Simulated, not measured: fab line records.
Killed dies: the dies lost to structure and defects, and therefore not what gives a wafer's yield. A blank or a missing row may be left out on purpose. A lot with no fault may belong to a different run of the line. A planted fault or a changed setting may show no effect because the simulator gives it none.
Check of tool commonality -- flow n5Finfet -- Lots sampled 7, wafers sampled 21

REASON IT WAS OPENED
On 3 of the 7 lots, a flag is raised at N5_BEOL_M0_OCD_MEAS_108 on the reading trenchDepthNm. Fault-free wafers read 32.3 nm, with a standard deviation of 0.69.
Rule: a lot gets a flag if all its wafers with a number sit over 4 standard deviations from that mean, or if no wafer of it has a number. The other lots count as sound.

lot,measured,on,"trenchDepthNm (nm), wafer by wafer",flag
L376,day 9 04:33,ocd-02,31.7 33.1 32.4,
L378,day 9 13:44,ocd-02,0 0.1 0,FLAGGED
L379,day 9 17:32,ocd-01,0.7 0.7 0,FLAGGED
L380,day 10 00:48,ocd-02,0 0 0,FLAGGED
L385,day 11 07:20,ocd-01,32.4 32.6 32.7,
L386,day 11 20:26,ocd-01,33.4 32.7 32.7,
L387,day 11 20:43,ocd-02,32.0 31.3 31.6,
On average the flagged lots' numbers are 0.2 nm, which is -32.1 nm against the usual, or -47 standard deviations.

TOOL THAT RAN EACH LOT
4 process steps preceding the reading are held in the record, out of 1938 steps in the route. Every cell lists first the tool, next ch and the chambers used by the sampled wafers, and last the start.
lot,flag,N5_BEOL_M0_SAQP_ALD_48,N5_BEOL_M0_ETCH_138,N5_BEOL_M0_STRIP_104,N5_BEOL_M0_ETCH_128
L376,,"aldSin-03 ch 0,1, day 9 02:01","rieDiel-04 ch 0,1,2, day 9 03:12","rieDiel-01 ch 2,3, day 9 03:49","rieDiel-04 ch 0,1,2, day 9 04:25"
L378,FLAGGED,"aldSin-01 ch 0,2,3, day 9 09:44","rieDiel-04 ch 0,1,2, day 9 11:04","rieDiel-03 ch 1,2,3, day 9 13:25","rieDiel-04 ch 0,1, day 9 13:35"
L379,FLAGGED,"aldSin-01 ch 0,1,3, day 9 14:16","rieDiel-04 ch 0,1,2, day 9 15:28","rieDiel-03 ch 1,2,3, day 9 16:59","rieDiel-04 ch 0,2,3, day 9 17:24"
L380,FLAGGED,"aldSin-04 ch 2,3, day 9 20:07","rieDiel-03 ch 0,1,2, day 9 21:31","rieDiel-04 ch 0,1, day 9 23:44","rieDiel-04 ch 2,3, day 10 00:39"
L385,,"aldSin-04 ch 0,1,2, day 11 01:27","rieDiel-04 ch 0,1,2, day 11 02:49","rieDiel-03 ch 1,2, day 11 07:04","rieDiel-04 ch 0,1, day 11 07:11"
L386,,"aldSin-04 ch 0,1,2, day 11 11:01","rieDiel-03 ch 1,2, day 11 12:24","rieDiel-04 ch 0,3, day 11 19:32","rieDiel-04 ch 0,1,2, day 11 20:17"
L387,,"aldSin-04 ch 1,2, day 11 13:25","rieDiel-03 ch 2, day 11 14:50","rieDiel-04 ch 0,1,3, day 11 19:36","rieDiel-04 ch 0,2, day 11 20:34"
These steps, and what they do:
- N5_BEOL_M0_SAQP_ALD_48: deposits SiO2, target thk 20 nm, pulse time 1 s, co reactant pulse time 1 s.
- N5_BEOL_M0_ETCH_138: etches SiCN in CH3F/O2, target depth 12 nm, time 31.6 s.
- N5_BEOL_M0_STRIP_104: strips in N2/H2.
- N5_BEOL_M0_ETCH_128: etches SiCN in CF4/N2, target depth 12 nm, overetch 5.1 nm, time 21.4 s.
- N5_BEOL_M0_OCD_MEAS_108

FLAGGED AGAINST TOTAL, ONE TOOL AT A TIME (gauges that did the reading follow at the end)
step,tool,lots run,flagged,share of the flagged lots,sound lots run after its first flagged lot
N5_BEOL_M0_SAQP_ALD_48,aldSin-01,2,2,some,0
N5_BEOL_M0_SAQP_ALD_48,aldSin-03,1,0,none,-
N5_BEOL_M0_SAQP_ALD_48,aldSin-04,4,1,some,"3 (L385,L386,L387)"
N5_BEOL_M0_ETCH_138,rieDiel-03,3,1,some,"2 (L386,L387)"
N5_BEOL_M0_ETCH_138,rieDiel-04,4,2,some,1 (L385)
N5_BEOL_M0_STRIP_104,rieDiel-01,1,0,none,-
N5_BEOL_M0_STRIP_104,rieDiel-03,3,2,some,1 (L385)
N5_BEOL_M0_STRIP_104,rieDiel-04,3,1,some,"2 (L386,L387)"
N5_BEOL_M0_ETCH_128,rieDiel-04,7,3,all,"3 (L385,L386,L387)"
N5_BEOL_M0_OCD_MEAS_108,ocd-01,3,1,some,"2 (L385,L386)"
N5_BEOL_M0_OCD_MEAS_108,ocd-02,4,2,some,1 (L387)

WHAT IS ALLOWED BY THE TABLE
Rows of the table that ran each flagged lot: 1, that is rieDiel-04 at N5_BEOL_M0_ETCH_128.
- rieDiel-04 at N5_BEOL_M0_ETCH_128 ran 7 lots, 3 of them flagged. After the first flagged lot (L385, L386, L387), sound lots still ran on it; a lasting fault on the whole tool would not permit that.
There is no row in the table that ran each flagged lot and no sound lot after the first.

WHAT THE SIMULATOR PUT IN
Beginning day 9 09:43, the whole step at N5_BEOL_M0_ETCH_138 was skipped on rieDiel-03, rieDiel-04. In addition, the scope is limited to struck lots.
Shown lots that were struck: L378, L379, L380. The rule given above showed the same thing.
